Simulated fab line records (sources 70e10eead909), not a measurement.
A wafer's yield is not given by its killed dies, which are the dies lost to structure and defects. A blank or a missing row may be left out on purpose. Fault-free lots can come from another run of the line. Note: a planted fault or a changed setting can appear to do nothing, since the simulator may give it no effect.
fab line records	flow nandHarc
record: lots: 24	wafers: 72	lastDay: 34
route steps=1302 shown A_M1@1200 A_BONDPAD@1215 THIN_TSV@1262
lots that met no fault: from a run of the same line without faults
startH: the number of hours between the record's first day and the start of the first shown wafer of the lot	waitH: hours from the lot's prior step to this one	" same as the row above	L1.1+2: one row covering several wafers at once	- no value present, or no start provided	* or withheld: withheld	< > ~ a bound
route shown NAME@n: a module of which the file shows steps, and the number in the route of the first	usual: mean and standard deviation over wafers with no fault	same: alike in all rows	chamber/n: place in a boat	sites: each site's reading	_std_site: standard deviation across them	_edge_site: the outer-site mean with the inner-site mean subtracted	radiusMm: how far each site lies from the wafer's centre	mask NAME#n: copy n	behind: the last tool/chamber to shape the wafer	hold: why the lot was held/for how many hours/how that ended	device: transistor that didn't switch, given as n, p or np	end of line: the route-end tests of the same wafers	a step given without rows: its recipe and nothing more	killed: at the first sort, the dies lost to defects and structure; wafer yield is something else	map: shows each die of a wafer: x if killed, . if not, _ if none is there
set.NAME: setting as actually run; set.NAME@STEP: the setting as run at that earlier step	model.NAME: the simulator's own value behind a step, which no gauge read
the route's steps for a sample of lots (tables are steps, rows are wafers)
services: a tool's chamber out of use, with start hour (startH, from the record's first day; less than 0 if before it), hours out, and reason
== steps ==
step: NHARC_A_M1_PRE_CLEAN_32
recipe: timeS: 12	tempC: 370	rfPowerW: 300	gas: NH3
usual: heaterPowerW: 607/120
lot.wafer	tool	chamber	startH	waitH	heaterPowerW
L074.1	pecvd-04	2	539.42	0.1	560
L074.3	"	0	"	"	603
L074.6	"	1	"	"	587
L075.1	pecvd-03	1	539.88	0.1	707
L075.2	"	2	"	"	688
L075.5	"	1	"	"	713
L077.2	pecvd-04	0	555.83	0.1	607
L077.1	"	1	"	"	582
L077.3	"	2	"	"	623
L076.2	pecvd-01	2	557.19	0.1	696
L076.3	"	0	"	"	646
L076.5	"	1	"	"	856
L078.2	pecvd-03	2	565.49	0.1	524
L078.4	"	0	"	"	400
L078.6	"	1	"	"	645
L079.3	pecvd-01	0	583.55	0.1	617
L079.5	"	1	"	"	778
L079.6	"	2	"	"	657
L080.3	pecvd-03	0	599.01	0.1	388
L080.1	"	1	"	"	719
L080.6	"	1	"	"	731
L083.1	pecvd-01	0	613.79	0.1	599
L083.3	"	1	"	"	800
L083.4	"	0	"	"	610
L082.2	pecvd-04	2	614.67	0.1	639
L082.6	"	1	"	"	576
L082.4	"	2	"	"	653
L081.2	pecvd-03	2	615.10	0.1	614
L081.4	"	1	"	"	707
L081.5	"	2	"	"	630
L084.3	pecvd-04	2	619.27	0.1	635
L084.5	"	0	"	"	630
L084.6	"	2	"	"	638
L086.1	pecvd-01	1	637.64	0.1	836
L086.6	"	2	"	"	729
L086.5	"	0	"	"	616
L085.1	pecvd-01	2	641.66	0.1	607
L085.6	"	0	"	"	684
L085.5	"	1	"	"	815
L087.3	pecvd-03	0	651.35	0.1	355
L087.1	"	2	"	"	592
L087.6	"	1	"	"	746
L089.3	pecvd-04	2	666.11	0.1	616
L089.5	"	0	"	"	576
L089.6	"	1	"	"	574
L088.4	pecvd-04	1	674.81	0.1	572
L088.5	"	2	"	"	672
L088.6	"	0	"	"	555
L091.3	pecvd-03	1	692.46	0.1	724
L091.6	"	2	"	"	642
L091.5	"	1	"	"	744
L090.3	pecvd-03	0	693.44	0.1	430
L090.2	"	1	"	"	746
L090.4	"	2	"	"	585
L092.3	pecvd-03	0	704.32	0.1	397
L092.6	"	2	"	"	590
L092.5	"	0	"	"	377
L093.3	pecvd-03	2	718.45	0.1	534
L093.1	"	1	"	"	637
L093.6	"	0	"	"	398
L094.2	pecvd-03	2	721.05	0.1	621
L094.6	"	1	"	"	682
L094.4	"	2	"	"	611
L095.2	pecvd-04	0	740.57	0.1	560
L095.3	"	2	"	"	650
L095.5	"	2	"	"	649
L096.2	pecvd-04	1	748.86	0.1	556
L096.3	"	2	"	"	658
L096.1	"	0	"	"	605
L097.2	pecvd-03	0	770.71	0.1	442
L097.6	"	2	"	"	606
L097.4	"	1	"	"	788
step: NHARC_A_BONDPAD_CD_MEAS_09
recipe: targetCdNm: 500	landingEnergyEv: 500
usual: cdNm: 499.3/2.7
same: landingEnergyEv: 500
lot.wafer	tool	chamber	startH	waitH	cdNm
L074.1	cdSem-02	0	541.13	-	503.1
L074.3	"	0	"	"	503.4
L074.6	"	0	"	"	499.9
L075.1	cdSem-03	0	541.73	-	497.7
L075.2	"	0	"	"	500.6
L075.5	"	0	"	"	501.8
L077.1	cdSem-03	0	557.68	-	498.1
L077.2	"	0	"	"	499.2
L077.3	"	0	"	"	495.5
L076.2	cdSem-02	0	559.05	-	499.6
L076.3	"	0	"	"	498.9
L076.5	"	0	"	"	499.0
L078.2	cdSem-02	0	567.33	-	500.1
L078.4	"	0	"	"	497.3
L078.6	"	0	"	"	500.0
L079.3	cdSem-03	0	585.42	-	498.2
L079.5	"	0	"	"	499.9
L079.6	"	0	"	"	498.3
L080.1	cdSem-02	0	600.85	-	497.2
L080.3	"	0	"	"	500.1
L080.6	"	0	"	"	498.0
L083.1	cdSem-02	0	615.64	-	503.0
L083.3	"	0	"	"	503.3
L083.4	"	0	"	"	501.2
L082.2	cdSem-01	0	616.41	-	500.9
L082.4	"	0	"	"	502.1
L082.6	"	0	"	"	498.5
L081.2	cdSem-01	0	616.96	-	497.3
L081.4	"	0	"	"	496.0
L081.5	"	0	"	"	502.3
L084.3	cdSem-02	0	620.97	-	501.1
L084.5	"	0	"	"	496.9
L084.6	"	0	"	"	500.2
L086.1	cdSem-03	0	639.53	-	503.0
L086.5	"	0	"	"	501.7
L086.6	"	0	"	"	496.5
L085.1	cdSem-03	0	643.40	-	497.9
L085.5	"	0	"	"	497.2
L085.6	"	0	"	"	491.8
L087.1	cdSem-01	0	653.08	-	502.1
L087.3	"	0	"	"	501.8
L087.6	"	0	"	"	500.6
L089.3	cdSem-02	0	667.85	-	502.3
L089.5	"	0	"	"	495.4
L089.6	"	0	"	"	503.2
L088.4	cdSem-01	0	676.51	-	496.2
L088.5	"	0	"	"	498.0
L088.6	"	0	"	"	493.0
L091.3	cdSem-02	0	694.43	-	500.2
L091.5	"	0	"	"	495.2
L091.6	"	0	"	"	503.4
L090.2	cdSem-03	0	695.29	-	499.2
L090.3	"	0	"	"	499.7
L090.4	"	0	"	"	499.9
L092.3	cdSem-01	0	706.04	-	501.2
L092.5	"	0	"	"	501.7
L092.6	"	0	"	"	498.8
L093.1	cdSem-01	0	720.17	-	494.4
L093.3	"	0	"	"	499.2
L093.6	"	0	"	"	498.3
L094.2	cdSem-02	0	722.76	-	499.5
L094.4	"	0	"	"	497.7
L094.6	"	0	"	"	495.8
L095.2	cdSem-03	0	742.42	-	497.6
L095.3	"	0	"	"	495.5
L095.5	"	0	"	"	497.8
L096.1	cdSem-02	0	750.73	-	502.8
L096.2	"	0	"	"	501.6
L096.3	"	0	"	"	496.7
L097.2	cdSem-02	0	772.57	-	503.1
L097.4	"	0	"	"	505.4
L097.6	"	0	"	"	504.2
step: NHARC_A_BONDPAD_DESCUM_11
recipe: timeS: 3	o2FlowSccm: 200	arFlowSccm: 0	biasPowerW: 0	chemistry: O2
usual: drypumpMotorCurrentA: 5.5/0.32	oesProductAu: 1.000/0.014	rfVppV: 58.1/0.9	showerheadPlenumPTorr: 1.98/0.092	throttleValvePct: 11.311/0.0088
lot.wafer	tool	chamber	startH	waitH	drypumpMotorCurrentA	oesProductAu	rfHoursCounterH	rfVppV	showerheadPlenumPTorr	throttleValvePct
L074.3	rieDiel-07	3	541.36	-	5.5	1.016	2	58.0	2.06	11.326
L074.1	"	1	"	"	5.1	0.991	2	56.8	1.96	11.305
L074.6	"	3	"	"	5.5	1.010	-	58.5	2.06	11.329
L075.1	rieDiel-05	3	541.95	-	5.4	1.008	22	57.6	1.87	11.304
L075.2	"	1	"	"	6.2	0.993	25	57.9	2.07	11.299
L075.5	"	3	"	"	5.4	1.003	-	56.9	1.86	11.305
L077.2	rieDiel-05	3	557.89	-	5.4	1.008	24	57.2	1.86	11.318
L077.3	"	1	"	"	6.2	1.013	27	57.8	2.07	11.314
L077.1	"	2	"	"	5.1	1.015	24	57.3	1.78	11.313
L076.2	rieDiel-07	2	559.26	-	5.3	0.980	3	59.3	2.04	11.313
L076.3	"	0	"	"	5.3	1.009	3	57.0	1.99	11.304
L076.5	"	3	"	"	5.4	1.006	-	58.9	2.06	11.312
L078.4	rieDiel-05	2	567.55	-	5.1	1.011	25	56.5	1.78	11.326
L078.2	"	0	"	"	6.0	0.996	27	58.8	2.07	11.309
L078.6	"	1	"	"	6.2	0.995	-	57.8	2.07	11.305
L079.3	rieDiel-07	3	585.66	-	5.5	1.013	4	58.3	2.06	11.307
L079.6	"	0	"	"	5.3	0.989	-	58.8	1.99	11.310
L079.5	"	1	"	"	5.1	0.998	-	58.4	1.96	11.296
L080.1	rieDiel-07	2	601.07	-	5.3	0.971	4	58.2	2.04	11.310
L080.3	"	3	"	"	5.4	1.003	4	58.5	2.06	11.307
L080.6	"	1	"	"	5.2	1.000	-	57.6	1.96	11.315
L083.3	rieDiel-04	1	615.85	-	5.4	0.968	22	57.0	1.87	11.297
L083.4	"	3	"	"	6.2	0.983	24	57.1	1.80	11.307
L083.1	"	0	"	"	5.7	1.021	20	57.9	2.01	11.313
L082.2	rieDiel-07	3	616.62	-	5.5	1.020	4	58.5	2.06	11.299
L082.4	"	0	"	"	5.3	0.985	4	57.5	1.99	11.310
L082.6	"	3	"	"	5.5	1.010	-	58.2	2.06	11.317
L081.4	rieDiel-07	3	617.18	-	5.5	1.011	4	58.4	2.06	11.319
L081.2	"	0	"	"	5.3	0.990	4	57.1	1.99	11.313
L081.5	"	1	"	"	5.2	0.992	-	57.8	1.96	11.317
L084.3	rieDiel-05	0	621.18	-	6.0	0.988	5	56.7	2.06	11.321
L084.6	"	0	"	"	6.0	0.995	-	58.1	2.06	11.317
L084.5	"	1	"	"	6.2	0.999	-	59.6	2.06	11.317
L086.1	rieDiel-05	3	639.74	-	5.4	0.994	10	58.7	1.86	11.313
L086.6	"	3	"	"	5.4	0.992	-	57.7	1.86	11.313
L086.5	"	0	"	"	6.0	0.980	-	58.8	2.06	11.307
L085.1	rieDiel-07	0	643.61	-	5.3	0.995	5	57.7	1.99	11.306
L085.5	"	0	"	"	5.3	0.989	-	57.9	1.99	11.304
L085.6	"	1	"	"	5.1	0.997	-	57.9	1.96	11.326
L087.1	rieDiel-05	3	653.29	-	5.4	1.014	13	58.0	1.86	11.293
L087.3	"	2	"	"	5.2	1.004	11	58.4	1.78	11.316
L087.6	"	3	"	"	5.4	1.010	-	58.5	1.86	11.310
L089.3	rieDiel-07	3	668.06	-	5.5	1.020	0	58.4	2.06	11.326
L089.5	"	2	"	"	5.3	0.986	-	59.9	2.04	11.315
L089.6	"	3	"	"	5.4	1.016	-	59.1	2.06	11.306
L088.4	rieDiel-07	0	676.72	-	5.3	1.023	1	59.4	1.99	11.303
L088.6	"	3	"	"	5.4	1.013	-	57.4	2.06	11.306
L088.5	"	0	"	"	5.3	1.028	-	58.7	1.99	11.301
L091.3	rieDiel-05	2	694.66	-	5.1	1.004	19	57.7	1.78	11.310
L091.6	"	3	"	"	5.4	1.000	-	57.9	1.86	11.320
L091.5	"	0	"	"	6.0	0.997	-	59.8	2.06	11.302
L090.4	rieDiel-05	2	695.50	-	5.1	1.004	19	57.6	1.78	11.317
L090.2	"	0	"	"	6.0	1.004	19	57.9	2.06	11.297
L090.3	"	1	"	"	6.2	0.993	18	59.5	2.06	11.323
L092.3	rieDiel-07	2	706.27	-	5.3	0.997	1	57.6	2.04	11.305
L092.6	"	3	"	"	5.5	1.021	-	58.7	2.06	11.319
L092.5	"	0	"	"	5.3	1.009	-	58.8	1.99	11.319
L093.3	rieDiel-05	2	720.40	-	5.1	0.983	24	56.6	1.77	11.305
L093.1	"	0	"	"	6.0	0.999	23	58.9	2.06	11.309
L093.6	"	2	"	"	5.1	0.983	-	57.8	1.77	11.307
L094.2	rieDiel-07	2	722.99	-	5.3	0.994	2	58.5	2.04	11.306
L094.6	"	3	"	"	5.5	1.028	-	57.7	2.06	11.301
L094.4	"	2	"	"	5.3	0.999	-	59.2	2.04	11.307
L095.2	rieDiel-07	0	742.63	-	5.3	1.015	2	58.8	1.99	11.299
L095.3	"	2	"	"	5.3	0.996	2	57.5	2.04	11.312
L095.5	"	0	"	"	5.3	1.010	-	58.1	1.99	11.296
L096.2	rieDiel-07	1	750.95	-	5.1	1.010	2	57.1	1.96	11.304
L096.1	"	2	"	"	5.3	1.005	3	58.8	2.04	11.311
L096.3	"	3	"	"	5.5	1.027	3	60.1	2.06	11.302
L097.4	rieDiel-07	3	772.78	-	5.4	1.014	3	58.8	2.06	11.307
L097.2	"	1	"	"	5.1	0.988	2	56.9	1.96	11.306
L097.6	"	3	"	"	5.5	1.020	-	58.4	2.06	11.307
step: NHARC_A_BONDPAD_CD_MEAS_13
usual: cdNm: 498.4/2.9
lot.wafer	tool	chamber	startH	waitH	cdNm
L074.1	cdSem-03	-	541.66	-	500.4
L074.3	"	-	"	"	504.5
L074.6	"	-	"	"	500.7
L075.1	cdSem-03	-	542.26	-	495.9
L075.2	"	-	"	"	497.2
L075.5	"	-	"	"	500.7
L077.1	cdSem-02	-	558.22	-	496.7
L077.2	"	-	"	"	499.4
L077.3	"	-	"	"	493.0
L076.2	cdSem-01	-	559.58	-	500.2
L076.3	"	-	"	"	496.6
L076.5	"	-	"	"	497.2
L078.2	cdSem-02	-	567.86	-	498.8
L078.4	"	-	"	"	497.7
L078.6	"	-	"	"	497.3
L079.3	cdSem-02	-	585.96	-	496.5
L079.5	"	-	"	"	495.9
L079.6	"	-	"	"	497.6
L080.1	cdSem-01	-	601.37	-	495.7
L080.3	"	-	"	"	498.5
L080.6	"	-	"	"	497.9
L083.1	cdSem-02	-	616.17	-	502.2
L083.3	"	-	"	"	500.9
L083.4	"	-	"	"	500.0
L082.2	cdSem-03	-	616.93	-	498.3
L082.4	"	-	"	"	501.0
L082.6	"	-	"	"	498.2
L081.2	cdSem-02	-	617.48	-	494.3
L081.4	"	-	"	"	494.6
L081.5	"	-	"	"	501.4
L084.3	cdSem-01	-	621.50	-	499.6
L084.5	"	-	"	"	495.5
L084.6	"	-	"	"	499.3
L086.1	cdSem-02	-	640.05	-	502.4
L086.5	"	-	"	"	498.6
L086.6	"	-	"	"	496.5
L085.1	cdSem-02	-	643.92	-	497.4
L085.5	"	-	"	"	494.9
L085.6	"	-	"	"	490.8
L087.1	cdSem-02	-	653.61	-	501.0
L087.3	"	-	"	"	502.1
L087.6	"	-	"	"	499.3
L089.3	cdSem-02	-	668.37	-	502.7
L089.5	"	-	"	"	493.4
L089.6	"	-	"	"	502.3
L088.4	cdSem-01	-	677.04	-	496.0
L088.5	"	-	"	"	498.2
L088.6	"	-	"	"	494.0
L091.3	cdSem-01	-	694.96	-	499.2
L091.5	"	-	"	"	493.4
L091.6	"	-	"	"	502.6
L090.2	cdSem-03	-	695.83	-	498.0
L090.3	"	-	"	"	497.4
L090.4	"	-	"	"	499.1
L092.3	cdSem-02	-	706.57	-	500.0
L092.5	"	-	"	"	501.4
L092.6	"	-	"	"	498.5
L093.1	cdSem-02	-	720.70	-	493.5
L093.3	"	-	"	"	499.6
L093.6	"	-	"	"	497.3
L094.2	cdSem-02	-	723.33	-	497.5
L094.4	"	-	"	"	495.5
L094.6	"	-	"	"	497.1
L095.2	cdSem-03	-	742.94	-	496.5
L095.3	"	-	"	"	494.9
L095.5	"	-	"	"	499.7
L096.1	cdSem-02	-	751.25	-	500.5
L096.2	"	-	"	"	501.6
L096.3	"	-	"	"	497.0
L097.2	cdSem-02	-	773.10	-	502.7
L097.4	"	-	"	"	504.6
L097.6	"	-	"	"	505.0
step: NHARC_A_BONDPAD_INSPECT_23
usual: rawDefectCount: 557/170
lot.wafer	tool	chamber	startH	waitH	rawDefectCount
L074.1	defectInspect-01	-	543.92	0.0	1415
L074.3	"	-	"	"	788
L074.6	"	-	"	"	981
L075.1	defectInspect-02	-	544.51	0.0	423
L075.2	"	-	"	"	556
L075.5	"	-	"	"	586
L077.1	defectInspect-02	-	560.48	0.0	1007
L077.2	"	-	"	"	780
L077.3	"	-	"	"	708
L076.2	defectInspect-01	-	561.83	0.0	422
L076.3	"	-	"	"	471
L076.5	"	-	"	"	401
L078.2	defectInspect-02	-	570.17	0.0	477
L078.4	"	-	"	"	725
L078.6	"	-	"	"	590
L079.3	defectInspect-02	-	588.23	0.0	432
L079.5	"	-	"	"	389
L079.6	"	-	"	"	639
L080.1	defectInspect-01	-	603.85	0.0	737
L080.3	"	-	"	"	666
L080.6	"	-	"	"	513
L083.1	defectInspect-01	-	618.47	0.0	459
L083.3	"	-	"	"	580
L083.4	"	-	"	"	593
L082.2	defectInspect-01	-	619.20	0.0	570
L082.4	"	-	"	"	512
L082.6	"	-	"	"	496
L081.2	defectInspect-01	-	619.73	0.0	386
L081.4	"	-	"	"	426
L081.5	"	-	"	"	410
L084.3	defectInspect-02	-	623.74	0.0	730
L084.5	"	-	"	"	602
L084.6	"	-	"	"	622
L086.1	defectInspect-01	-	642.30	0.0	548
L086.5	"	-	"	"	544
L086.6	"	-	"	"	350
L085.1	defectInspect-01	-	646.16	0.0	400
L085.5	"	-	"	"	312
L085.6	"	-	"	"	440
L087.1	defectInspect-02	-	655.85	0.0	526
L087.3	"	-	"	"	478
L087.6	"	-	"	"	391
L089.3	defectInspect-01	-	670.77	0.0	568
L089.5	"	-	"	"	672
L089.6	"	-	"	"	651
L088.4	defectInspect-02	-	679.29	0.0	390
L088.5	"	-	"	"	468
L088.6	"	-	"	"	440
L091.3	defectInspect-02	-	697.22	0.0	534
L091.5	"	-	"	"	494
L091.6	"	-	"	"	514
L090.2	defectInspect-02	-	698.20	0.0	656
L090.3	"	-	"	"	687
L090.4	"	-	"	"	561
L092.3	defectInspect-01	-	708.79	0.0	486
L092.5	"	-	"	"	598
L092.6	"	-	"	"	566
L093.1	defectInspect-01	-	723.27	0.0	447
L093.3	"	-	"	"	409
L093.6	"	-	"	"	469
L094.2	defectInspect-02	-	725.71	0.0	567
L094.4	"	-	"	"	525
L094.6	"	-	"	"	737
L095.2	defectInspect-02	-	745.18	0.0	479
L095.3	"	-	"	"	584
L095.5	"	-	"	"	398
L096.1	defectInspect-01	-	753.50	0.0	546
L096.2	"	-	"	"	475
L096.3	"	-	"	"	550
L097.2	defectInspect-02	-	775.56	0.0	560
L097.4	"	-	"	"	515
L097.6	"	-	"	"	729
step: NHARC_THIN_TSV_ETCH_44
recipe: targetDepthA: 15942	timeS: 797.1	cf4FlowSccm: 150	o2FlowSccm: 10	arFlowSccm: 0	rfW: 300	biasW: 800	chemistry: CF4/O2
usual: biasW: 800.0/2.2	drypumpMotorCurrentA: 5.7/0.41	oesProductAu: 0.997/0.014	rfVppV: 794/4.9	showerheadPlenumPTorr: 1.83/0.079	throttleValvePct: 16.915/0.0093
lot.wafer	tool	chamber	startH	waitH	biasW	drypumpMotorCurrentA	oesProductAu	rfHoursCounterH	rfVppV	showerheadPlenumPTorr	throttleValvePct
L075.1	rieDiel-11	3	558.31	0.1	797.6	6.3	1.028	5.7	801	1.96	16.902
L075.2	"	2	"	"	800.6	6.2	1.009	5.7	797	1.85	16.909
L075.5	"	3	"	"	795.8	6.3	1.021	-	804	1.96	16.927
L074.1	rieDiel-06	2	559.63	0.1	800.4	6.0	0.984	4.5	792	1.78	16.912
L074.3	"	3	"	"	799.9	5.3	0.994	4.2	788	1.74	16.897
L074.6	"	3	"	"	803.2	5.3	1.005	-	788	1.74	16.897
L077.1	rieDiel-06	1	572.80	0.1	797.9	5.8	1.004	4.2	794	1.83	16.914
L077.2	"	3	"	"	800.4	5.2	1.014	4.9	788	1.74	16.913
L077.3	"	0	"	"	799.9	5.3	0.983	4.9	800	1.92	16.925
L076.2	rieDiel-02	1	573.94	0.1	800.3	5.4	1.004	9.0	788	1.73	16.912
L076.3	"	3	"	"	800.0	5.9	1.011	7.6	786	1.71	16.915
L076.5	"	1	"	"	800.9	5.3	1.015	-	787	1.73	16.901
L078.4	rieDiel-06	1	582.67	0.1	800.9	5.8	1.001	5.2	793	1.83	16.919
L078.2	"	3	"	"	797.3	5.3	1.005	5.7	789	1.74	16.929
L078.6	"	2	"	"	797.7	6.0	0.989	-	791	1.78	16.912
L079.3	rieDiel-11	3	600.76	0.1	800.6	6.3	1.016	7.0	803	1.96	16.921
L079.6	"	2	"	"	799.0	6.3	0.991	-	795	1.85	16.922
L079.5	"	3	"	"	798.5	6.3	1.012	-	802	1.96	16.905
L080.1	rieDiel-02	1	616.32	0.1	803.6	5.4	1.014	0.5	788	1.73	16.909
L080.3	"	0	"	"	799.7	5.7	0.982	0.6	789	1.74	16.918
L080.6	"	2	"	"	799.2	5.6	0.993	-	799	1.90	16.917
L083.3	rieDiel-06	1	630.85	0.1	802.4	5.8	0.996	7.8	793	1.83	16.921
L083.4	"	2	"	"	801.6	6.0	0.995	9.1	791	1.78	16.917
L083.1	"	0	"	"	804.8	5.4	0.972	8.0	798	1.91	16.913
L082.2	rieDiel-02	2	632.09	0.1	801.7	5.6	0.997	1.6	799	1.90	16.909
L082.4	"	2	"	"	797.2	5.7	0.999	-	799	1.90	16.921
L082.6	"	0	"	"	798.5	5.7	0.979	-	788	1.74	16.900
L081.2	rieDiel-02	0	633.42	0.1	797.7	5.7	0.987	2.4	789	1.74	16.906
L081.4	"	0	"	"	801.5	5.7	0.992	-	790	1.74	16.924
L081.5	"	3	"	"	797.2	5.9	1.003	-	785	1.71	16.919
L084.3	rieDiel-11	2	636.23	0.2	799.8	6.3	0.995	0.6	794	1.85	16.910
L084.5	"	3	"	"	797.0	6.3	1.008	-	801	1.96	16.900
L084.6	"	0	"	"	798.7	5.1	0.979	-	797	1.88	16.910
L086.1	rieDiel-11	1	656.71	0.1	800.4	5.5	0.994	1.6	791	1.76	16.921
L086.5	"	0	"	"	793.7	5.1	0.983	-	798	1.88	16.911
L086.6	"	1	"	"	800.3	5.4	0.986	-	789	1.76	16.910
L085.1	rieDiel-02	3	658.09	0.1	803.2	5.9	0.999	3.4	786	1.71	16.924
L085.6	"	2	"	"	799.5	5.7	0.993	-	798	1.90	16.919
L085.5	"	0	"	"	799.4	5.7	0.994	-	788	1.74	16.916
L087.1	rieDiel-11	2	668.40	0.1	799.7	6.2	1.001	2.2	795	1.85	16.900
L087.3	"	3	"	"	799.4	6.3	1.008	2.1	802	1.96	16.926
L087.6	"	3	"	"	803.3	6.3	1.010	-	803	1.96	16.907
L089.3	rieDiel-11	0	683.45	0.2	796.9	5.1	0.997	2.8	799	1.88	16.929
L089.6	"	1	"	"	796.3	5.4	1.006	-	791	1.76	16.914
L089.5	"	2	"	"	797.1	6.2	0.996	-	795	1.85	16.910
L088.4	rieDiel-06	1	691.72	0.2	799.5	5.8	0.995	1.2	794	1.83	16.922
L088.6	"	3	"	"	798.6	5.2	0.991	-	789	1.74	16.896
L088.5	"	0	"	"	801.2	5.3	0.983	-	798	1.91	16.918
L090.3	rieDiel-11	1	711.43	0.1	800.9	5.5	1.000	4.2	790	1.76	16.920
L090.4	"	3	"	"	803.5	6.3	1.018	3.8	801	1.96	16.919
L090.2	"	0	"	"	798.8	5.1	0.995	4.0	797	1.88	16.899
L091.3	rieDiel-11	1	712.70	0.2	799.2	5.4	1.003	4.6	791	1.76	16.927
L091.6	"	2	"	"	800.7	6.3	1.012	-	796	1.85	16.929
L091.5	"	3	"	"	803.4	6.3	1.034	-	803	1.96	16.907
L092.3	rieDiel-06	3	721.23	0.1	799.5	5.3	0.994	3.0	790	1.74	16.906
L092.5	"	2	"	"	801.9	6.0	0.978	-	791	1.78	16.940
L092.6	"	3	"	"	798.8	5.3	0.995	-	787	1.74	16.918
L093.1	rieDiel-06	1	735.53	0.1	799.3	5.8	0.993	3.4	794	1.82	16.908
L093.3	"	0	"	"	798.2	5.3	0.975	3.4	799	1.91	16.918
L093.6	"	2	"	"	798.6	6.0	0.974	-	791	1.78	16.898
L094.4	rieDiel-11	1	736.70	0.1	799.0	5.4	0.999	5.9	789	1.76	16.887
L094.2	"	0	"	"	800.8	5.1	0.986	5.4	797	1.88	16.910
L094.6	"	1	"	"	799.9	5.5	1.011	-	789	1.76	16.918
L095.2	rieDiel-11	2	758.57	0.1	805.3	6.2	1.001	7.1	796	1.85	16.906
L095.3	"	3	"	"	805.8	6.3	1.028	6.6	802	1.96	16.900
L095.5	"	3	"	"	803.1	6.3	1.027	-	803	1.96	16.912
L096.3	rieDiel-11	3	766.24	0.1	802.8	6.3	1.019	7.3	802	1.96	16.933
L096.2	"	1	"	"	802.7	5.5	0.998	7.7	790	1.76	16.917
L096.1	"	2	"	"	802.0	6.3	0.997	7.8	795	1.84	16.912
L097.4	rieDiel-06	2	787.97	0.2	799.1	6.0	0.984	6.5	791	1.78	16.916
L097.2	"	3	"	"	798.0	5.3	0.978	6.5	788	1.74	16.920
L097.6	"	1	"	"	800.9	5.8	0.976	-	794	1.82	16.913
== services ==
tool	chamber	startH	hours	kind
rieDiel-05	3	527.51	9.3	repair
rieDiel-05	2	531.77	4.5	repair
rieDiel-06	0	542.83	3.4	repair
pecvd-03	-	547.00	13.0	pm
rieDiel-11	0	550.18	3.1	repair
rieDiel-05	2	551.06	3.3	repair
rieDiel-05	0	551.64	4.9	repair
rieDiel-07	0	565.49	7.8	repair
pecvd-04	1	576.16	2.4	repair
rieDiel-05	-	584.45	9.0	pm
rieDiel-11	-	609.50	9.0	pm
pecvd-04	-	631.26	13.0	pm
rieDiel-07	-	648.20	9.0	pm
pecvd-03	-	662.37	4.7	repair
pecvd-03	-	672.77	2.2	repair
rieDiel-07	2	678.28	16.8	repair
rieDiel-07	-	683.48	10.0	repair
rieDiel-07	1	718.17	15.2	repair
pecvd-03	-	728.00	13.0	pm
rieDiel-05	-	752.03	0.5	repair
rieDiel-05	-	761.47	9.0	pm
rieDiel-11	2	776.00	18.3	repair
rieDiel-11	-	786.50	9.0	pm
pecvd-03	0	787.54	2.9	repair
== key ==
fault none
